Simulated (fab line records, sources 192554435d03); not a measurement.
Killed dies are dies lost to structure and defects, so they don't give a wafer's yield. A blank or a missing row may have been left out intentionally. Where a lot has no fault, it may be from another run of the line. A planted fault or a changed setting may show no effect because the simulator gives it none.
Struck lot and sound lot, side by side ; flow n5 finfet ; 36 out of 1938 route steps
Sound: these wafers, L405.1, L405.3, L405.5. Struck: wafer L397.2. (L397.5, L397.6 of the same lot were not struck and are left out.) The cause comes at the end.
For every step that has rows: the tool of each side, followed by ch and its chambers, followed by its first start. Under that, the readings that differ: sound wafers ; struck wafers ; difference of the means ; sigmas: that difference in standard deviations of wafers without a fault.
alike: readings whose means differ by less than 2 such deviations, and words and numbers that are the same on both sides. not compared: withheld readings, readings that some wafer has no value for, bounds like >300 that may hide the same value, and numbers for which the record gives no deviation and whose values overlap.
The two part at a step that has a row with sigmas, a row that says differs or no value, or rows on one side only. Numbers that have no deviation but don't overlap get no sigmas and don't part them. A reading missing from all wafers of one side parts the sides only when that side holds two or more wafers.

first, 12 steps without rows for these wafers: N5_SD_EPI_P_STRIP_38 (strips in N2/H2); N5_SD_EPI_P_ETCHBACK_46 (etches SiNx in CH3F/O2, stops on SiO2, target depth 17.5 nm); N5_SD_EPI_P_ETCH_47 (etches SiOCN in CH3F/O2, target depth 25 nm); N5_SD_EPI_P_ETCH_16 (etches SiO2 in CHF3/O2, target depth 5 nm); N5_SD_EPI_P_STRIP_50 (strips in CHF3/O2); N5_SD_EPI_P_SD_RECESS_17 (chemistry HBr/Cl2/O2, target depth 39.1 nm, bt time 3 s); N5_SD_EPI_P_WET_ETCH_45 (etches SiO2 in dHF, time 10.7 s, target depth 2 nm, rinse time 30 s); N5_SD_EPI_P_STRIP_40 (strips in N2/H2); N5_SD_EPI_P_PRECLEAN_52 (cleans in O3/DIW, time 60 s); N5_SD_EPI_P_SRD_20 (time 30 s); N5_SD_EPI_P_PRECLEAN_51 (cleans in NF3:NH3, afs cycles 1, time 20 s, sublimation time 60 s); N5_SD_EPI_P_VAPOR_ETCH_44 (etches SiGe30 in NF3/Ar, time 3.3 s).
N5_SD_EPI_P_EPI_21: deposits SiGe:B, time 355 s.
  sound on epi rpcvd-02 ch 0, day 8 05:41; struck on epi rpcvd-04 ch 0, day 6 10:34
reading;sound;struck;difference;sigmas
epi growth time s (s);355 355 355;467.87;+112.87;
model.SiGe-B_of_SD_EPI_P_EPI_21.thk nm (nm);60.8 61 61.2;73;+12;
  alike: lamp inner pct
N5_SD_EPI_P_EPI_MEAS_23:
  struck on film metro-01, day 6 12:24; sound on film metro-02, day 8 07:54
reading;sound;struck;difference;sigmas
thk nm (nm);60.5 59.7 63.9;71.8;+10.4;+8
then, 20 steps without rows for these wafers: N5_SD_EPI_P_HM_STRIP_48 (strips SiNx in H3PO4, material SiNx, target depth 3 nm); N5_SD_EPI_P_SRD_49 (time 30 s); N5_SD_EPI_P_PRECLEAN_24 (cleans in O3/DIW, time 45 s); N5_SD_EPI_P_PRECLEAN_32 (cleans in dHF, time 10 s); N5_SD_EPI_P_PRECLEAN_33 (cleans in SC2, time 45 s); N5_SD_EPI_P_SRD_25 (time 30 s); N5_SD_ACTIVATION_RTA_00 (time 0 s); N5_SD_ACTIVATION_LSA_01 (time 0.0008 s); N5_ILD0_LINER_00 (material SiNx, target thk 4 nm, pulse time 1 s, purge time 2 s); N5_ILD0_FCVD_FILL_01 (material SiO2 flowable, target thk 200 nm, time 328.3 s); N5_ILD0_CURE_02 (time 1800 s); N5_ILD0_CMP_03 (polishes, stops on SiNx, t overpolish 1.9 s, target thk 197.38 nm); N5_ILD0_CMP_07 (polishes SiO2 flowable, stops on poly-Si, t overpolish 1.18 s, target thk 138.88 nm); N5_ILD0_PRECLEAN_10 (cleans in NF3:NH3, afs cycles 5, time 20 s, sublimation time 60 s); N5_ILD0_ALD_15 (deposits SiNx, target thk 24 nm, pulse time 1 s, ald cycles 480); N5_ILD0_CMP_12 (polishes SiNx, stops on poly-Si, t overpolish 6 s, target thk 17.67 nm); N5_SDB_HM_DEP_00 (deposits SiNx from SiH4/NH3/N2, target thk 40 nm, time 35.3 s); N5_SDB_COAT_03 (time 60 s, resist thk 100 nm); N5_SDB_COAT_04 (time 60 s, resist thk 18 nm); N5_SDB_COAT_05 (resist thk 90 nm).
N5_MOL_CONTACT_COAG_ETCH_110: etches Si in CF4/O2, target depth 2.5 nm, time 8 s.
  sound on rie diel-02 ch 2,3, day 9 15:45; struck on rie diel-03 ch 3, day 7 19:07
reading;sound;struck;difference;sigmas
model.SiGe-B_of_SD_EPI_P_EPI_21.thk nm (nm);57.8 58 58.2;69.8;+11.8;
  alike: O2_flow_sccm, drypump motor current A, oes product au, rf vpp V, showerhead plenum p Torr, throttle valve pct
  not compared: rf hours counter h
N5_PASSIVATION_PROBE_49:
  the record has rows for the sound wafers here (prober-01, day 16 20:55) and none for the struck ones

WHERE THEY PART
Earliest at N5_SD_EPI_P_EPI_MEAS_23; latest, in this record, at N5_PASSIVATION_PROBE_49.

WHY: whatever the simulator had introduced
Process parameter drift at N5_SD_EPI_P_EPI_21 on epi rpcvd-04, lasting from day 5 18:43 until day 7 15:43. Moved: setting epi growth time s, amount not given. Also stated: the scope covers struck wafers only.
